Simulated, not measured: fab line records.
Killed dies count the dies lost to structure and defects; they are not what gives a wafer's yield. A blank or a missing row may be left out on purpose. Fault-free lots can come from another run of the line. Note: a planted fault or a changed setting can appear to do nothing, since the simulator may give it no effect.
Matching of chambers    flow n5_finfet    rie_diel-04 running N5_SD_EPI_N_ETCH_34: 4 sister chambers
The step etches SiARC in CF4, target depth 45.5 nm, time 75.8 s. 8 wafers are shown with their chamber, then 9 later ones without.

== WAFERS PAIRED WITH THEIR CHAMBERS ==
wafer   chamber  showerhead_plenum_p_Torr (Torr)  drypump_motor_current_A (A)
L074.5  3        2.10                             5.3
L080.1  3        2.10                             5.4
L081.1  2        2.21                             5.8
L081.2  1        2.06                             5.3
L081.5  0        2.05                             5.6
L086.2  0        2.04                             5.6
L086.3  2        2.21                             5.8
L086.5  1        2.06                             5.2

== WAFERS WHOSE CHAMBER IS MISSING ==
wafer   showerhead_plenum_p_Torr (Torr)  drypump_motor_current_A (A)
L087.1  2.10                             5.3
L087.4  2.04                             5.6
L087.5  2.06                             5.2
L093.1  2.09                             5.3
L093.4  2.04                             5.6
L093.6  2.05                             5.2
L096.1  2.04                             5.6
L096.4  2.05                             5.2
L096.5  2.05                             5.2

== EACH ONE'S CHAMBER ==
wafer   from the rows above  in truth
L087.1  3                    3
L087.4  0                    0
L087.5  1                    1
L093.1  3                    3
L093.4  0                    0
L093.6  1                    1
L096.1  0                    0
L096.4  1                    1
L096.5  1                    1
Placed correctly: 9 of 9. From these rows, 0 cannot be placed. Placed wrongly: 0.
How it was worked out, from the rows above alone: a wafer's distance from a chamber is the root of the sum, over the readings, of the square of ((its reading less the chamber's mean) divided by the reading's scatter). If the next closest chamber is less than 2 further off than the closest, the wafer can't be placed; otherwise it belongs to the closest. For every chamber, the mean is computed from those of its wafers that are shown. The scatter: the root of (the sum of the squares of (reading less its chamber's mean) over the shown wafers, divided by (wafers less chambers)).
